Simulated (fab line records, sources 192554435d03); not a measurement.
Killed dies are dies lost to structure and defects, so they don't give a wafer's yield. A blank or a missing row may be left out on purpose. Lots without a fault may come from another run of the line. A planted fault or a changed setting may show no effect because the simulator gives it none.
A struck lot beside a sound one | flow n5_finfet | 17 steps out of a route of 1938
Sound: wafers L987.2, L987.4, L987.5. Struck: wafer L984.4. (L984.1, L984.5 of the same lot were not struck and are left out.) The cause comes at the end.
At each step with rows: each side's tool, then ch and its chambers, then its first start. Under that, the readings that differ: sound wafers | struck wafers | difference of the means | sigmas: that difference in standard deviations of wafers without a fault.
alike: readings whose means differ by less than 2 such deviations, and words and numbers that are the same on both sides. not compared: withheld readings, readings that some wafer has no value for, bounds like >300 that may hide the same value, and numbers for which the record gives no deviation and whose values overlap.
The two part at a step that has a row with sigmas, a row that says differs or no value, or rows on one side only. Numbers that don't overlap but have no deviation are shown without sigmas and don't part them. A reading that every wafer of one side lacks parts them only if that side has two wafers or more.

first, 4 steps without rows for these wafers: N5_BEOL_M7_HM_STRIP_39 (strips TiN in peroxide tin strip, target depth 25 nm, time 158 s); N5_BEOL_M7_SRD_40 (time 30 s); N5_BEOL_M7_PRECLEAN_42 (cleans in residue remover, time 60 s); N5_BEOL_M7_SRD_43 (time 30 s).
N5_BEOL_M7_CD_MEAS_35: target cd 40 nm.
  sound on cd_sem-02, day 11 06:02; struck on cd_sem-01, day 10 03:42
  alike: cd_nm
then, 1 step without rows for these wafers: N5_BEOL_M7_CURE_75 (cures SiCOH lowk, time 120 s).
N5_BEOL_M7_DEGAS_44: time 60 s.
  sound on pvd_sputter-03, day 11 06:29; struck on pvd_sputter-02, day 10 04:20
  alike: heater_power_w
N5_BEOL_M7_PRE_CLEAN_45: time 30 s.
  sound on pvd_sputter-03, day 11 06:32; struck on pvd_sputter-02, day 10 04:23
  alike: heater_power_w
N5_BEOL_M7_ALD_77: deposits TaN, target thk 2 nm, pulse time 2 s, purge time 3 s.
  sound on ald_metal-02 ch 0,1, day 11 06:35; struck on ald_metal-03 ch 0, day 10 04:26
  alike: chamber_pressure_Torr, heater_power_w, precursor_vessel_temp_c
N5_BEOL_M7_SURFACE_TREAT_79:
  sound on pvd_sputter-01, day 11 06:53; struck on pvd_sputter-02, day 10 04:50
  not compared: throttle_valve_pct
then, 1 step without rows for these wafers: N5_BEOL_M7_CVD_78 (deposits Co from CCTBA/H2, target thk 2 nm, time 142.3 s).
N5_BEOL_M7_SPUTTER_48: material Cu, target thk 10 nm, time 1.667 s.
  sound on pvd_sputter-02, day 11 07:11; struck on pvd_sputter-02, day 10 05:02
  alike: bias_v, substrate_temp_c, throttle_valve_pct
N5_BEOL_M7_ECD_50: material Cu, target thk 300 nm.
  sound on ecd_cu-01 ch 0,1, day 11 07:19; struck on ecd_cu-02 ch 0, day 10 05:10
  reading                                | sound             | struck | difference | sigmas
  model.Cu_of_BEOL_M7_ECD_50.thk_nm (nm) | 297.4 298.2 300.8 | 416    | +117       |
then, 1 step without rows for these wafers: N5_BEOL_M7_ANNEAL_51 (time 90 s).
N5_BEOL_M7_CMP_52: polishes, stops on SiCOH lowk, t overpolish 6.9 s, target thk 80 nm.
  sound on cmp-02 ch 0,2,3, day 11 08:04; struck on cmp-02 ch 0, day 10 05:40
  reading                | sound    | struck | difference | sigmas
  time_to_endpoint_s (s) | 66 65 60 | 92     | +28        | +9
  alike: motor_current_A, retaining_ring_pressure_frac
N5_BEOL_M7_THK_MEAS_53: measures by xrf.
  sound on film_metro-02, day 11 08:19; struck on film_metro-02, day 10 05:58
  reading     | sound          | struck | difference | sigmas
  M7_THK (nm) | 83.7 83.4 81.4 | 77.5   | -5.3       | -2
then, 1 step without rows for these wafers: N5_PASSIVATION_PROBE_49.

WHERE THEY PART
First at N5_BEOL_M7_CMP_52; last, within this record, at N5_BEOL_M7_THK_MEAS_53.

WHY: what the simulator had put in
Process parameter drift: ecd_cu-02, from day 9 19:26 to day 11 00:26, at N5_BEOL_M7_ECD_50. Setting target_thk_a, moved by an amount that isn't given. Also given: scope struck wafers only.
